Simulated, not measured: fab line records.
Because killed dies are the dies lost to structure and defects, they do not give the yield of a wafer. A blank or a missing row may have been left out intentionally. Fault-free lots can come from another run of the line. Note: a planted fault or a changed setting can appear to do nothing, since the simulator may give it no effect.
Which tool did it? ; flow nand-harc ; Sampling: 12 lots, 36 wafers, 5 of 1302 route steps

== WHAT THE GAUGES SHOWED, per wafer ==
NHARC_A_ONON_D2_THK_MEAS_05: measures by ellipsometry. Usual: thk-nm at 1001 nm, with a standard deviation of 8.1.
lot;measured;on;thk-nm (nm);flag
L348;day 12 23:13;film-metro-02;1001 998 998;
L349;day 13 12:22;film-metro-02;1012 1013 1012;
L356;day 16 11:06;film-metro-02;641 642 641 642 641 642;OFF
L359;day 17 07:52;film-metro-02;642 645 645 646 643 644;OFF
L361;day 18 09:17;film-metro-02;994 994 993;
L363;day 19 00:38;film-metro-01;1009 1010 1006;
L364;day 19 19:16;film-metro-02;994 996 995;
L365;day 20 01:07;film-metro-02;990 989 993;
L366;day 20 23:34;film-metro-02;1010 1011 1010;
L367;day 20 23:34;film-metro-01;1009 1010 1010;
L368;day 21 06:41;film-metro-02;1012 1011 1012;
L370;day 21 18:30;film-metro-02;1001 1001 1002;

NHARC_END_SORT_01. Usual: killed-at-array 56, standard deviation 20; killed-at-other 0.9, standard deviation 1.1; killed-at-periphery 3.7, standard deviation 3; killed-dies 61, standard deviation 21; killed-open 2.9, standard deviation 1.6; killed-short 2.6, standard deviation 1.4.
lot;measured;on;killed-at-array;killed-at-other;killed-at-periphery;killed-dies;killed-open;killed-short;flag
L348;day 24 22:21;prober-02;26 32 35;0 2 1;4 9 6;30 43 42;1 3 5;3 3 2;
L349;day 25 12:11;prober-01;37 69 61;2 0 1;2 4 3;41 73 65;4 1 4;3 2 3;
L359;day 30 16:46;prober-02;674 674 674;1 1 1;2 2 2;677 677 677;2 3 4;1 2 3;OFF
L361;day 29 22:22;prober-01;75 59 58;0 1 0;10 8 6;85 68 64;7 2 0;4 3 2;
L363;day 30 22:01;prober-01;65 64 74;3 1 4;5 3 6;73 68 84;2 6 4;0 2 2;
L364;day 31 18:04;prober-01;98 106 123;0 0 0;2 1 4;100 107 127;2 2 4;4 2 1;
L365;day 31 17:18;prober-02;25 33 22;0 0 0;11 9 6;36 42 28;5 3 8;2 4 1;
L366;day 32 19:23;prober-01;64 76 68;0 0 0;2 4 4;66 80 72;3 5 1;3 2 2;
L367;day 33 01:31;prober-01;37 34 22;0 0 0;11 14 8;48 48 30;5 4 3;2 1 1;
L368;day 33 04:52;prober-02;57 54 63;5 4 2;0 4 1;62 62 66;2 2 4;2 3 3;
L370;day 33 11:23;prober-01;73 52 49;1 0 1;3 3 2;77 55 52;3 2 4;2 4 1;

== WHAT TOOL EACH LOT RAN ON (gives the tool, then ch and the chambers of the sampled wafers, and finally the start) ==
lot;NHARC_A_CHANNEL_HOLE_D1_ETCH_22;NHARC_A_CHANNEL_HOLE_D1_ETCH_44;NHARC_A_ONON_D2_DEP_03
L348;har-etch-01 ch 0,1, day 9 04:41;rie-diel-04 ch 0,1,3, day 9 08:26;pecvd-onon-03 ch 0, day 12 22:45
L349;har-etch-02 ch 0,1, day 9 13:41;rie-diel-11 ch 0,2,3, day 9 17:27;pecvd-onon-03 ch 0, day 13 11:51
L356;har-etch-01 ch 0,1, day 12 17:40;rie-diel-13 ch 1,2, day 12 21:20;pecvd-onon-03 ch 0, day 16 10:42
L359;har-etch-02 ch 0,1, day 13 14:02;rie-diel-11 ch 1,2,3, day 13 17:52;pecvd-onon-03 ch 0, day 17 07:21
L361;har-etch-02 ch 0,1, day 14 15:02;rie-diel-11 ch 0,2,3, day 14 19:09;pecvd-onon-01 ch 0, day 18 08:46
L363;har-etch-01 ch 0,1, day 15 07:49;rie-diel-11 ch 0,3, day 15 11:43;pecvd-onon-01 ch 0, day 19 00:07
L364;har-etch-02 ch 0,1, day 15 21:50;rie-diel-11 ch 2,3, day 16 01:41;pecvd-onon-02 ch 0, day 19 18:48
L365;har-etch-01 ch 0,1, day 16 04:34;rie-diel-11 ch 0,3, day 16 08:19;pecvd-onon-02 ch 0, day 20 00:35
L366;har-etch-01 ch 0,1, day 16 21:24;rie-diel-11 ch 0,2, day 17 01:04;pecvd-onon-03 ch 0, day 20 23:10
L367;har-etch-01 ch 0,1, day 17 01:27;rie-diel-04 ch 0,3, day 17 05:13;pecvd-onon-02 ch 0, day 20 23:03
L368;har-etch-02 ch 0,1, day 17 13:47;rie-diel-11 ch 1,2,3, day 17 17:40;pecvd-onon-02 ch 0, day 21 06:08
L370;har-etch-01 ch 0,1, day 18 03:00;rie-diel-11 ch 0,1,2, day 18 06:52;pecvd-onon-03 ch 0, day 21 17:59
- NHARC_A_CHANNEL_HOLE_D1_ETCH_22: etches the open film in C4F8/O2/Ar, time 666.7 s, target depth 1600 nm.
- NHARC_A_CHANNEL_HOLE_D1_ETCH_44: etches the open film in CF4/O2, target depth 140 nm, overetch 14 nm, time 77 s.
- NHARC_A_ONON_D2_DEP_03: target thk 1000 nm.

== AS READ BY THE TOOLS THEMSELVES (means over the sampled wafers that have a number; for cases with no such wafer, the mark the record gives instead) ==
NHARC_A_CHANNEL_HOLE_D1_ETCH_22. Usual: c4f8-flow-sccm 89.29 sccm, standard deviation 0.3; drypump-motor-current-A 5.61 A, standard deviation 0.28; showerhead-plenum-p-Torr 3.58 Torr, standard deviation 0.15; temp-c -20.01 C, standard deviation 0.092; throttle-valve-pct 32.154 %, standard deviation 0.0081.
lot;tool;c4f8-flow-sccm (sccm);drypump-motor-current-A (A);showerhead-plenum-p-Torr (Torr);temp-c (C);throttle-valve-pct (%);flag
L348;har-etch-01;88.95;5.52;3.65;-19.98;32.154;
L349;har-etch-02;89.27;5.85;3.49;-20.01;32.154;
L356;har-etch-01;89.34;5.55;3.62;-20.09;32.166;
L359;har-etch-02;88.82;5.84;3.49;-20.03;32.146;
L361;har-etch-02;89.05;5.86;3.46;-20.04;32.156;
L363;har-etch-01;89.68;5.53;3.61;-20.00;32.168;
L364;har-etch-02;89.54;5.84;3.47;-20.00;32.150;
L365;har-etch-01;89.47;5.54;3.60;-20.07;32.147;
L366;har-etch-01;89.47;5.37;3.51;-19.99;32.152;
L367;har-etch-01;89.62;5.53;3.59;-19.90;32.150;
L368;har-etch-02;89.16;5.86;3.93;-20.04;32.154;
L370;har-etch-01;89.14;5.34;3.49;-19.88;32.159;

NHARC_A_CHANNEL_HOLE_D1_ETCH_44. Usual: drypump-motor-current-A 6.1 A, standard deviation 0.47; oes_ar_750_au 1.000 a.u., standard deviation 0.0045; oes-product-au 0.993 a.u., standard deviation 0.012; rf-vpp-V 198.1 V, standard deviation 1.5; showerhead-plenum-p-Torr 1.35 Torr, standard deviation 0.065; throttle-valve-pct 13.398 %, standard deviation 0.0088.
lot;tool;drypump-motor-current-A (A);oes_ar_750_au (a.u.);oes-product-au (a.u.);rf-vpp-V (V);showerhead-plenum-p-Torr (Torr);throttle-valve-pct (%);flag
L348;rie-diel-04;5.9;1.000;0.998;198.4;1.37;13.396;
L349;rie-diel-11;6.2;1.004;0.999;198.2;1.33;13.403;
L356;rie-diel-13;5.8;1.001;0.991;196.5;1.27;13.396;
L359;rie-diel-11;5.9;1.001;0.983;198.9;1.39;13.386;
L361;rie-diel-11;6.2;0.999;0.993;198.3;1.33;13.396;
L363;rie-diel-11;6.7;0.999;0.992;196.8;1.29;13.398;
L364;rie-diel-11;5.7;1.003;0.980;198.6;1.37;13.401;
L365;rie-diel-11;6.6;0.998;0.999;197.5;1.29;13.399;
L366;rie-diel-11;5.9;0.999;0.994;198.8;1.34;13.407;
L367;rie-diel-04;6.0;1.008;0.994;198.8;1.40;13.401;
L368;rie-diel-11;6.0;0.999;0.992;198.5;1.38;13.395;
L370;rie-diel-11;6.0;1.003;1.006;198.3;1.35;13.394;

NHARC_A_ONON_D2_DEP_03. Usual: nh3-flow-sccm 499.9 sccm, standard deviation 1.3; sih4-flow-sccm 210.0 sccm, standard deviation 0.62.
lot;tool;nh3-flow-sccm (sccm);sih4-flow-sccm (sccm);flag
L348;pecvd-onon-03;500.5;210.1;
L349;pecvd-onon-03;500.0;210.4;
L356;pecvd-onon-03;501.0;210.2;
L359;pecvd-onon-03;500.2;210.5;
L361;pecvd-onon-01;500.5;211.2;
L363;pecvd-onon-01;500.5;209.7;
L364;pecvd-onon-02;498.6;209.4;
L365;pecvd-onon-02;498.5;209.7;
L366;pecvd-onon-03;498.7;210.1;
L367;pecvd-onon-02;500.1;210.2;
L368;pecvd-onon-02;499.6;210.2;
L370;pecvd-onon-03;501.5;209.6;

== THE ANSWER, worked out from the rows above alone ==
Rule: take the mean of a lot's wafers that have a number; if it is more than 3 standard deviations from the usual mean, the lot is off. Also off: a lot with no number at a reading for which 4 or more lots have one. Where the step has rows for the other lots, those lots are counted as sound. The gauges are gone through in route order, then the tools' own readings, and for those a lot's mean is taken as printed above. At the first step where some lot is off, the reading lying furthest off is the one used; lots without a number count as furthest.
Off, at NHARC_A_ONON_D2_THK_MEAS_05 on thk-nm: L356, L359.
A tool fits if, at a process step before that reading, it ran every lot that is off, and no sound lot after the first of them. Those tools and the gauges at NHARC_A_ONON_D2_THK_MEAS_05 are tried in the same way. Of those tried, none fits.

== WHAT THE SIMULATOR HAD PUT IN ==
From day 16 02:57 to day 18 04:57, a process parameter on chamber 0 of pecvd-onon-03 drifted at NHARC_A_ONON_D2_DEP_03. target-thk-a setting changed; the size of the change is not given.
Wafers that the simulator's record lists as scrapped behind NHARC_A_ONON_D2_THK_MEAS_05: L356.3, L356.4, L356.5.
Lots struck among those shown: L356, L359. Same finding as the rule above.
